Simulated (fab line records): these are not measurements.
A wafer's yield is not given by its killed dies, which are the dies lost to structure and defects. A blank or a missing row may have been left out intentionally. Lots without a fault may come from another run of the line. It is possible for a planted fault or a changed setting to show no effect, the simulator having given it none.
Lot-split experiment | flow n5Finfet | 39 wafers read across 7 lots, on a route 1938 steps long

## THE SPLIT ITSELF
At N5_BEOL_M8_DESCUM_33 (chemistry O2, time 7 s), the setting timeS was moved away from the recipe's 7 s on 15 of the 39 wafers read, by -45.8% to +25.6%. All remaining wafers had this setting at the recipe value.

## FROM SPLIT TO READING: 1 step shown by the file between the two
- N5_BEOL_M8_ETCH_72: etches underlayer in N2/H2, target depth 6.5 nm, time 5.2 s

## THE READING
CAR-EUV_of_BEOL_M8_COAT_22.thkNm (the simulator's own value, which no gauge read), in nm, at N5_BEOL_M8_ETCH_65 (etches SiARC in CF4, target depth 15.6 nm, time 26 s). The file does not state a usual value for it. Here, 24 wafers ran the recipe; their average is 11.2 nm with a standard deviation of 0.094 nm.

wafer  | tool, chamber at the split | timeS as run, s | against the recipe | CAR-EUV_of_BEOL_M8_COAT_22.thkNm, nm | against lot-mates on the recipe
L076.1 | rieDiel-01, 1,3,2,3,0      | 7               | recipe             | 11.2                                 | -
L076.2 | rieDiel-01, 0              | 7               | recipe             | 11.2                                 | -
L076.3 | rieDiel-01, 1,3,2,3,0      | 7               | recipe             | 11.2                                 | -
L076.5 | rieDiel-01, 1,3,2,3,0      | 7               | recipe             | 11.2                                 | -
L076.6 | rieDiel-01, 1,3,2,3,0      | 7               | recipe             | 11.2                                 | -
L076.4 | rieDiel-01, 1,3,2,3,0      | 7               | recipe             | 11                                   | -
L078.1 | rieDiel-01, 2,3            | 3.797           | -45.8%             | 12.8                                 | +1.5
L078.3 | rieDiel-01, 2,3            | 3.797           | -45.8%             | 12.8                                 | +1.5
L078.2 | rieDiel-01, 1,0            | 7               | recipe             | 11.4                                 | -
L078.4 | rieDiel-01, 1,0            | 7               | recipe             | 11.2                                 | -
L078.5 | rieDiel-01, 2              | 7               | recipe             | 11.2                                 | -
L078.6 | rieDiel-01, 1              | 3.797           | -45.8%             | 13                                   | +1.7
L082.1 | rieDiel-02, 0,1,0          | 4.361           | -37.7%             | 12.4                                 | +1.2
L082.6 | rieDiel-02, 0,1,0          | 4.361           | -37.7%             | 12.4                                 | +1.2
L082.2 | rieDiel-02, 3,1            | 7               | recipe             | 11.2                                 | -
L082.4 | rieDiel-02, 2              | 7               | recipe             | 11.2                                 | -
L082.5 | rieDiel-02, 3,1            | 7               | recipe             | 11.2                                 | -
L082.3 | rieDiel-02, 0,1,0          | 4.361           | -37.7%             | 12.6                                 | +1.4
L085.4 | rieDiel-02, 1,3            | 7               | recipe             | 11.2                                 | -
L085.5 | rieDiel-02, 1,3            | 7               | recipe             | 11.2                                 | -
L085.6 | rieDiel-02, 0              | 7               | recipe             | 11                                   | -
L087.1 | rieDiel-06, 1,2,3          | 7               | recipe             | 11.2                                 | -
L087.4 | rieDiel-06, 1,2,3          | 7               | recipe             | 11.2                                 | -
L087.5 | rieDiel-06, 1,2,3          | 7               | recipe             | 11.2                                 | -
L087.2 | rieDiel-06, 0,3,2          | 8.792           | +25.6%             | 10.4                                 | -0.8
L087.6 | rieDiel-06, 0,3,2          | 8.792           | +25.6%             | 10.4                                 | -0.8
L087.3 | rieDiel-06, 0,3,2          | 8.792           | +25.6%             | 10.2                                 | -1.0
L093.1 | rieDiel-01, 0,3,0          | 7               | recipe             | 11.2                                 | -
L093.5 | rieDiel-01, 0,3,0          | 7               | recipe             | 11.2                                 | -
L093.2 | rieDiel-01, 3,1,2          | 4.948           | -29.3%             | 12.2                                 | +1.1
L093.3 | rieDiel-01, 3,1,2          | 4.948           | -29.3%             | 12.2                                 | +1.1
L093.4 | rieDiel-01, 3,1,2          | 4.948           | -29.3%             | 12.2                                 | +1.1
L093.6 | rieDiel-01, 0,3,0          | 7               | recipe             | 11                                   | -
L095.1 | rieDiel-06, 2              | 7               | recipe             | 11                                   | -
L095.6 | rieDiel-06, 2              | 7               | recipe             | 11                                   | -
L095.2 | rieDiel-06, 3,1,1          | 4.933           | -29.5%             | 12.2                                 | +1.1
L095.3 | rieDiel-06, 3,1,1          | 4.933           | -29.5%             | 12.2                                 | +1.1
L095.4 | rieDiel-06, 3,1,1          | 4.933           | -29.5%             | 12.4                                 | +1.3
L095.5 | rieDiel-06, 3              | 7               | recipe             | 11.2                                 | -
If several chambers appear in one row, that row covers several wafers at once and the file leaves open which wafer was in which chamber.

FIT RESULTS
A straight line over all 39 wafers: CAR-EUV_of_BEOL_M8_COAT_22.thkNm changes by -0.0355 nm for each +1% of timeS; r = -0.99; the points scatter about the line by 0.099 nm.
The same after taking each lot's own level away (the mean of its wafers on the recipe; 39 wafers): -0.0353 nm for each +1%; r = -0.99; scatter 0.095 nm.
On that fit, the largest move of timeS shifts the reading by 1.6 nm.
The span of the lots' own levels, 11.07 to 11.27 nm, comes to 2.1 times the standard deviation stated above.
The two slopes are in agreement: the lot-to-lot level therefore moves the slope only a little.
Check: +1.64 nm against its lot-mates is what the line predicts for one of the wafers moved furthest among these (-45.8%) when that wafer is left out of the fit. It came out at +1.53 nm against them.

## THESE WAFERS: OTHER SPLITS
These wafers also went through other splits before the reading. Each is held against what the fit with the lots' levels taken away leaves over:
other split on the same wafers         | wafers away from the commonest value | r with CAR-EUV_of_BEOL_M8_COAT_22.thkNm (lot level and that fit taken away)
N5_BEOL_M3_TRENCH_ETCH_37 targetDepthA | 12                                   | -0.19
N5_BEOL_M7_HM_DEP_02 targetThkA        | 15                                   | -0.16

## THE WHOLE CHAIN: every reading that the file lists as answering this split, in the file's order
step                 | what it does                                         | reading                                                                           | change (the file's fit)                | r (the file's)
N5_BEOL_M8_DESCUM_33 | chemistry O2, time 7 s                               | CAR-EUV_of_BEOL_M8_COAT_22.thkNm (the simulator's own value, which no gauge read) | -0.035 nm for each +1% of the setting  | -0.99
N5_BEOL_M8_ETCH_65   | etches SiARC in CF4, target depth 15.6 nm, time 26 s | CAR-EUV_of_BEOL_M8_COAT_22.thkNm (the simulator's own value, which no gauge read) | -0.0356 nm for each +1% of the setting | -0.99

## THE FILE'S OWN FIT
CAR-EUV_of_BEOL_M8_COAT_22.thkNm changes by -0.0356 nm for each +1% of timeS, r = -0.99.
